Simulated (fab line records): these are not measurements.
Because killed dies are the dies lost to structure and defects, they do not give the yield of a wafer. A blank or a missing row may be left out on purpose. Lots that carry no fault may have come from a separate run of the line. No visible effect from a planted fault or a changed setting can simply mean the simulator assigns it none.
Matching of chambers | flow n5 finfet | N5_BEOL_M13_ETCH_68 on rie diel-02 has 4 sister chambers
The step etches SOC in N2/H2, time 355 s. 8 wafers are shown with their chamber, then 7 later ones without.

## WAFERS, EACH WITH ITS CHAMBER
wafer  | chamber | showerhead plenum p Torr (Torr) | drypump motor current A (A)
L080.1 | 0       | 2.59                            | 5.4
L079.2 | 3       | 2.52                            | 5.6
L079.3 | 1       | 2.67                            | 6.3
L089.1 | 2       | 2.43                            | 5.5
L089.2 | 3       | 2.52                            | 5.5
L089.3 | 1       | 2.66                            | 6.4
L089.4 | 0       | 2.59                            | 5.4
L089.5 | 2       | 2.43                            | 5.5

## WAFERS WITHOUT THEIR CHAMBER
wafer  | showerhead plenum p Torr (Torr) | drypump motor current A (A)
L089.6 | 2.66                            | 6.3
L087.3 | 2.66                            | 6.3
L087.4 | 2.52                            | 5.5
L087.6 | 2.52                            | 5.5
L096.1 | 2.51                            | 5.5
L096.2 | 2.66                            | 6.3
L096.5 | 2.51                            | 5.5

## CHAMBER TAKEN BY EACH
wafer  | from the rows above | in truth
L089.6 | 1                   | 1
L087.3 | 1                   | 1
L087.4 | 3                   | 3
L087.6 | 3                   | 3
L096.1 | 3                   | 3
L096.2 | 1                   | 1
L096.5 | 3                   | 3
Correctly placed: 7 of 7. Not placeable from these rows: 0. Number placed wrongly: 0.
How it was worked out, from the rows above alone: a wafer's distance from a chamber is the root of the sum, over the readings, of the square of ((its reading less the chamber's mean) divided by the reading's scatter). The wafer belongs to the nearest chamber; if the next one is less than 2 further off, it can't be placed. The mean given for a chamber averages the wafers shown for that chamber. The scatter is the square root of a quotient: the sum, over the shown wafers, of each reading's squared deviation from its chamber's mean, divided by wafers minus chambers.
